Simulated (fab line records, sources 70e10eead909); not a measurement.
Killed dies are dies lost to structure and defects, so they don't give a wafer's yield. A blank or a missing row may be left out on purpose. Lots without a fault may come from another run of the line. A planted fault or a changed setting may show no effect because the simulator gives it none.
Chamber matching | flow nand_harc | NHARC_A_STAIRCASE_CMP_472 on cmp-02: 4 sister chambers
The step polishes SiO2. 8 wafers are shown with their chamber, then 7 later ones without.

WAFERS WITH THEIR CHAMBER
wafer  | chamber | motor_current_A (A) | retaining_ring_pressure_frac
L078.4 | 3       | 11.5                | 1.005
L087.2 | 1       | 9.7                 | 0.989
L087.5 | 0       | 10.8                | 0.995
L090.1 | 2       | 14.6                | 1.002
L090.4 | 3       | 11.8                | 0.993
L090.5 | 2       | 15.2                | 0.997
L091.2 | 1       | 9.3                 | 0.998
L091.4 | 0       | 10.3                | 0.998

WAFERS WITHOUT THEIR CHAMBER
wafer  | motor_current_A (A) | retaining_ring_pressure_frac
L091.5 | 10.1                | 0.996
L097.3 | 14.6                | 0.995
L097.4 | 11.6                | 0.999
L097.6 | 14.5                | 1.001
L096.1 | 14.3                | 0.994
L096.5 | 14.3                | 0.991
L096.6 | 9.5                 | 1.007

WHICH CHAMBER EACH WENT THROUGH
wafer  | from the rows above     | in truth
L091.5 | can't be placed: 0 or 1 | 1
L097.3 | 2                       | 2
L097.4 | 3                       | 3
L097.6 | 2                       | 2
L096.1 | 2                       | 2
L096.5 | 2                       | 2
L096.6 | can't be placed: 1 or 0 | 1
Placed correctly: 5 of 7. Can't be placed from these rows: 2 (the true chamber is among the candidates in 2). Placed wrongly: 0.
How it was worked out, from the rows above alone: a wafer's distance from a chamber is the root of the sum, over the readings, of the square of ((its reading less the chamber's mean) divided by the reading's scatter). The wafer belongs to the nearest chamber; if the next one is less than 2 further off, it can't be placed. A chamber's mean is the mean of its shown wafers. The scatter: the root of (the sum of the squares of (reading less its chamber's mean) over the shown wafers, divided by (wafers less chambers)).
